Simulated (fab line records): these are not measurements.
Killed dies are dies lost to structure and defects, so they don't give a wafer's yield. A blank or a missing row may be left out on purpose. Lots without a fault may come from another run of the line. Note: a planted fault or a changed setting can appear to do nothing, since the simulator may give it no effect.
What tool caused it?	flow n5 finfet	21 wafers from 7 lots sampled at 8 of the route's 1938 steps

## WHAT THE GAUGES READ, wafer by wafer
N5_BEOL_M4_OVL_MEAS_29.
lot	measured	on	V3_OVL (nm)
L846	day 9 12:38	overlay-01	2.0 0.6 1.9
L849	day 9 17:28	overlay-02	0.9 1.5 0.1
L850	day 10 09:14	overlay-01	0.9 -1.1 0.2
L857	day 11 22:21	overlay-02	-0.2 -1.6 -0.7
L858	day 12 22:13	overlay-02	-1.4 -0.1 -0.6
L859	day 13 01:52	overlay-02	1.0 1.2 0.1
L862	day 13 03:10	overlay-02	0.8 -0.2 1.5

N5_BEOL_M4_OCD_MEAS_38.
lot	measured	on	trench depth nm (nm)
L846	day 9 16:05	ocd-01	55.9 55.6 55.1
L849	day 10 13:14	ocd-01	55.1 55.9 54.9
L850	day 10 16:14	ocd-01	55.5 55.4 54.1
L857	day 12 01:15	ocd-01	57.2 56.9 55.7
L858	day 13 00:26	ocd-02	70.7 55.4 58.3
L859	day 13 02:56	ocd-01	70.6 55.0 54.9
L862	day 13 05:19	ocd-02	55.7 56.3 54.9

N5_BEOL_M4_THK_MEAS_53: measures by xrf.
lot	measured	on	M4_THK (nm)
L846	day 9 20:04	film metro-01	40.7 42.2 40.3
L849	day 10 17:06	film metro-02	42.6 42.7 43.1
L850	day 10 19:58	film metro-01	40.8 41.2 39.8
L857	day 12 05:40	film metro-02	43.2 41.1 41.7
L858	day 13 03:59	film metro-02	55.0 40.5 43.2
L859	day 13 07:11	film metro-01	56.4 38.6 39.1
L862	day 13 09:32	film metro-01	41.1 43.1 41.2

N5_BEOL_M4_RS_MEAS_58: the measuring method here is four-point-probe.
lot	measured	on	M4_RS (ohm/sq)
L846	day 9 20:23	film metro-01	0.679 0.643 0.685
L849	day 10 17:25	film metro-02	0.633 0.629 0.620
L850	day 10 20:17	film metro-01	0.670 0.664 0.693
L857	day 12 05:56	film metro-02	0.614 0.652 0.637
L858	day 13 04:19	film metro-01	0.457 0.675 0.620
L859	day 13 07:30	film metro-01	0.443 0.721 0.706
L862	day 13 09:47	film metro-02	0.668 0.627 0.665

N5_BEOL_M4_RC_MEAS_101.
lot	measured	on	DIBL_N (mV/V)	DIBL_P (mV/V)	IOFF_N (nA/um)	IOFF_P (nA/um)	ION_N (uA/um)	ION_P (uA/um)	SERP_M4 (ohm/um)	SERP_M4_max_site (ohm/um)	SS_N (mV/dec)	SS_P (mV/dec)	VT_N (mV)	VT_P (mV)
L846	day 9 20:55	prober-01	33.7 36.4 37.4	33.6 36.3 38.2	0.121 0.162 0.174	0.176 0.223 0.237	664 671 670	462 461 458	206 197 223	232 213 230	70.7 70.9 71.6	72.0 72.7 73.3	253.4 249.2 249.3	-253.6 -250.1 -247.8
L849	day 10 17:31	prober-02	35.0 35.8 35.3	36.0 36.0 36.2	0.133 0.146 0.143	0.176 0.171 0.181	668 657 675	463 446 459	183 200 181	192 212 187	71.6 71.3 71.8	73.2 72.7 73.3	250.4 252.2 248.1	-252.8 -252.0 -255.4
L850	day 10 20:30	prober-01	35.7 36.9 37.6	34.9 36.0 35.8	0.142 0.154 0.162	0.204 0.207 0.207	672 660 661	468 459 452	208 197 203	215 203 219	71.3 71.2 72.1	72.5 73.3 72.9	249.4 246.6 251.6	-246.3 -248.5 -247.9
L857	day 12 05:59	prober-02	40.7 37.8 38.3	39.0 36.8 36.3	0.230 0.179 0.175	0.267 0.214 0.209	675 682 669	460 466 454	186 185 182	195 190 198	72.9 71.9 72.8	74.4 74.1 73.3	247.4 247.4 249.5	-248.4 -249.9 -248.8
L858	day 13 04:40	prober-02	35.7 36.4 36.1	35.6 37.2 36.2	0.161 0.173 0.163	0.188 0.212 0.193	681 675 689	458 457 462	138 198 194	147 219 202	72.2 71.8 71.4	73.8 74.8 73.2	249.8 248.5 250.0	-252.5 -249.4 -252.2
L859	day 13 07:33	prober-02	36.0 36.4 36.4	34.2 33.9 35.0	0.153 0.162 0.162	0.213 0.216 0.231	670 661 665	462 457 466	127 201 203	139 220 211	71.6 71.6 71.4	73.0 71.9 73.6	250.2 250.8 250.8	-250.2 -246.2 -248.0
L862	day 13 09:50	prober-02	34.1 37.0 35.6	32.7 36.4 35.0	0.122 0.164 0.149	0.172 0.225 0.198	674 673 691	465 463 470	187 168 199	197 182 208	70.9 71.6 71.2	72.6 73.3 73.7	252.4 248.5 247.3	-251.9 -248.6 -248.5

## WHAT TOOL EACH LOT RAN ON (gives the tool, then ch and the chambers of the sampled wafers, and finally the start)
lot	N5_BEOL_M4_VIA_ETCH_34	N5_BEOL_M4_STRIP_36	N5_BEOL_M4_TRENCH_ETCH_37
L846	rie diel-06 ch 0,1, day 9 15:50	rie diel-06 ch 0,1, day 9 15:53	rie diel-06 ch 0,1, day 9 15:56
L849	rie diel-06 ch 0,1,2, day 10 12:58	rie diel-06 ch 0,1,2, day 10 13:02	rie diel-06 ch 0,1,2, day 10 13:04
L850	rie diel-06 ch 1,2,3, day 10 15:59	rie diel-06 ch 1,2,3, day 10 16:02	rie diel-06 ch 1,2,3, day 10 16:05
L857	rie diel-04 ch 0,2, day 12 01:00	rie diel-04 ch 0,2, day 12 01:04	rie diel-04 ch 0,2, day 12 01:06
L858	rie diel-06 ch 0,1,3, day 13 00:11	rie diel-06 ch 0,1,3, day 13 00:15	rie diel-06 ch 0,1,3, day 13 00:17
L859	rie diel-06 ch 0,1,2, day 13 02:41	rie diel-06 ch 0,1,2, day 13 02:44	rie diel-06 ch 0,1,2, day 13 02:47
L862	rie diel-02 ch 0,1, day 13 05:04	rie diel-02 ch 0,1, day 13 05:07	rie diel-02 ch 0,1, day 13 05:10
- N5_BEOL_M4_VIA_ETCH_34: etches the open film in C4F6/O2, target depth 69.4 nm, time 65.9 s.
- N5_BEOL_M4_STRIP_36: strips in N2/H2.
- N5_BEOL_M4_TRENCH_ETCH_37: etches SiOC in C4F6/O2, target depth 55.555 nm, time 29.2 s.

## WHAT THE TOOLS THEMSELVES READ (means of the sampled wafers that have a number; where no wafer has one, the mark that the record gives instead)
N5_BEOL_M4_VIA_ETCH_34.
lot	tool	C4F6_flow_sccm (sccm)	drypump motor current A (A)	oes product au (a.u.)	rf vpp V (V)	showerhead plenum p Torr (Torr)	throttle valve pct (%)
L846	rie diel-06	10.00	5.6	0.76	662	2.84	30.67
L849	rie diel-06	10.02	5.7	0.81	663	2.82	30.72
L850	rie diel-06	9.99	5.5	0.80	662	2.82	30.79
L857	rie diel-04	9.98	5.9	0.82	671	2.88	30.45
L858	rie diel-06	10.01	5.4	0.83	661	2.82	30.66
L859	rie diel-06	9.99	5.7	0.77	663	2.81	30.75
L862	rie diel-02	10.00	5.6	0.87	661	2.93	30.67

N5_BEOL_M4_STRIP_36.
lot	tool	drypump motor current A (A)	oes product au (a.u.)	rf vpp V (V)	showerhead plenum p Torr (Torr)	throttle valve pct (%)
L846	rie diel-06	5.6	0.77	57.6	2.54	23.60
L849	rie diel-06	5.7	0.80	60.3	2.52	23.62
L850	rie diel-06	5.5	0.80	60.1	2.52	23.71
L857	rie diel-04	5.9	0.83	59.7	2.56	23.18
L858	rie diel-06	5.4	0.84	59.2	2.53	23.62
L859	rie diel-06	5.7	0.77	58.8	2.51	23.63
L862	rie diel-02	5.6	0.89	61.0	2.62	23.51

N5_BEOL_M4_TRENCH_ETCH_37.
lot	tool	C4F6_flow_sccm (sccm)	drypump motor current A (A)	oes product au (a.u.)	rf vpp V (V)	showerhead plenum p Torr (Torr)	throttle valve pct (%)
L846	rie diel-06	10.00	5.6	0.77	663	2.85	20.84
L849	rie diel-06	9.99	5.7	0.80	663	2.83	20.84
L850	rie diel-06	9.98	5.5	0.80	662	2.83	20.90
L857	rie diel-04	9.99	5.9	0.82	670	2.89	20.53
L858	rie diel-06	10.00	5.4	0.88	661	2.83	20.82
L859	rie diel-06	10.00	5.7	0.81	663	2.82	20.89
L862	rie diel-02	9.96	5.6	0.87	662	2.94	20.77

## THE ANSWER, worked out from the rows above alone
Rule: usual is defined by the lots themselves. The widest of any qualifying gaps counts: lots, ordered by their means at a reading, are off when they make up no more than a third of the lots, leave a main group of 4 or more, and stand apart from it by 3 or more times the standard deviation of that group's means. The tables above print the reading to a certain number of digits; a main group whose means all agree to those digits is not used. Also off: a lot with no number at a reading for which 4 or more lots have one. Any other lot the step has rows for is counted as sound. After the gauges, taken in route order, come the tools' own readings; for these a lot's mean is taken, as printed above. The first step at which some lot is off is used, and at that step the reading that is off furthest; a lot without a number counts as furthest.
Off: L858, L859 (N5_BEOL_M4_OCD_MEAS_38, trench depth nm). For the main group the mean is 55.6 nm and the standard deviation 0.54.
If a tool, at a process step before that reading, ran all the lots that are off and no sound lot after the first of them, it fits. Those tools and the gauges at N5_BEOL_M4_OCD_MEAS_38 are tried in the same way. One candidate fits, namely rie diel-06 at N5_BEOL_M4_VIA_ETCH_34 and N5_BEOL_M4_STRIP_36 and N5_BEOL_M4_TRENCH_ETCH_37. At N5_BEOL_M4_VIA_ETCH_34 its last sound lot is L850 (day 10 15:59), its first lot that is off L858 (day 13 00:11): a fault that began between those two fits.

## WHAT THE SIMULATOR HAD PUT IN
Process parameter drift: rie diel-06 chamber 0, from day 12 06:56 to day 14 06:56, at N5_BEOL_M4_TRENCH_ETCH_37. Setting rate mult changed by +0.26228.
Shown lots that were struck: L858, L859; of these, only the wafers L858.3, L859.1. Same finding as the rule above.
